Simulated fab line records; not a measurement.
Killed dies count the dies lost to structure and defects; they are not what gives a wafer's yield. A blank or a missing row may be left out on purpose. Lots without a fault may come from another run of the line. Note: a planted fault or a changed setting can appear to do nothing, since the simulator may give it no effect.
8D (eight disciplines) problem report, filled in by code | flow n5Finfet | the parts of the form that need people (team, actions taken, sign-off) are left out

## 1. PROBLEM STATEMENT
Wafers without a fault read 835.7 W, standard deviation 2.8; rfFwdPowerW at N5_BEOL_M3_ETCH_70 reads a mean of 637.0 W on 6 wafers belonging to 2 lots. Measured from the usual mean, that is -71 standard deviations.
The step: etches SOC in N2/H2, target depth 80 nm, overetch 16 nm, time 120 s.
First seen on wafer L587.1, day 8 17:13, on rieDiel-02. At this step, 17 wafers from 6 lots have a number in the record. Rule for "out" (also "out of limits"): further than 4 standard deviations from the usual mean. The other wafers with a number count as sound.

## 2. WHAT IT IS, WHAT IT ISN'T
question                    | is                     | is not
which readings at this step | rfFwdPowerW, rfVppV    | drypumpMotorCurrentA, showerheadPlenumPTorr, tempC, throttleValvePct
which lots                  | L587, L592             | L585, L588, L590, L603
which wafers of those lots  | all that have a number | -
read on which tools         | rieDiel-02             | rieDiel-06
when                        | from day 8 17:13       | up to then (5 sound wafers); but 6 sound wafers of L590, L603 came after

## 3. THE SUSPECTS, EACH WITH WHAT RULES IT OUT
Counting: a tool at any process step up to the reading remains a suspect when it ran all the lots that are out and ran no sound lot after the first of those.
- aldSin-04 at N5_BEOL_M3_ALD_98 (deposits SiO2, target thk 2.5 nm, pulse time 1 s, co reactant pulse time 1 s): ruled out as a lasting fault. After its first lot that is out, L587 (day 8 11:00), sound lots L590 ran on it.
- rieDiel-02 at N5_BEOL_M3_ETCHBACK_99 (etches SiO2 in CHF3, target depth 5 nm, time 10.4 s): ruled out as a lasting fault. After its first lot that is out, L587 (day 8 17:11), sound lots L603 ran on it.
- rieDiel-02 at N5_BEOL_M3_ETCH_70 (etches SOC in N2/H2, target depth 80 nm, overetch 16 nm, time 120 s): ruled out as a lasting fault. After its first lot that is out, L587 (day 8 17:13), sound lots L603 ran on it.
Left after counting: nothing in the record.

## 4. THE CAUSE (what the simulator had put in)
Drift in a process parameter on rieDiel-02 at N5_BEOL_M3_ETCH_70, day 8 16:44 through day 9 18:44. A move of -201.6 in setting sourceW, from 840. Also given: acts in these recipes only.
Counting ruled it out, wrongly.

## 5. SEQUENCE OF EFFECTS, ordered by route
One row per reading whose mean, taken over the struck wafers that have a number, lies over 3 standard deviations from the usual. Scope: only readings with a usual standard deviation given in the record; hours: median across lots of the time from each lot's start at the first step in this table that gives one to its start at this step; sigmas: change in usual standard deviations.
hours | step               | reading     | usual   | on struck wafers | change | sigmas
0     | N5_BEOL_M3_ETCH_70 | rfFwdPowerW | 835.7 W | 637.0            | -198.7 | -71
0     | N5_BEOL_M3_ETCH_70 | rfVppV      | 523 V   | 575              | +52    | +16
It contains these process steps:
- N5_BEOL_M3_ETCH_70: etches SOC in N2/H2, target depth 80 nm, overetch 16 nm, time 120 s.
Later steps that measure or inspect, where all struck wafers having a row at the step show a number for every such reading and not one has moved that far: N5_BEOL_M4_RC_MEAS_101.

## 6. HOW IT WOULD HAVE BEEN CAUGHT EARLIER
0 hours passed between the start of the fault at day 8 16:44 and the first reading out of limits in this record, taken at day 8 17:13.
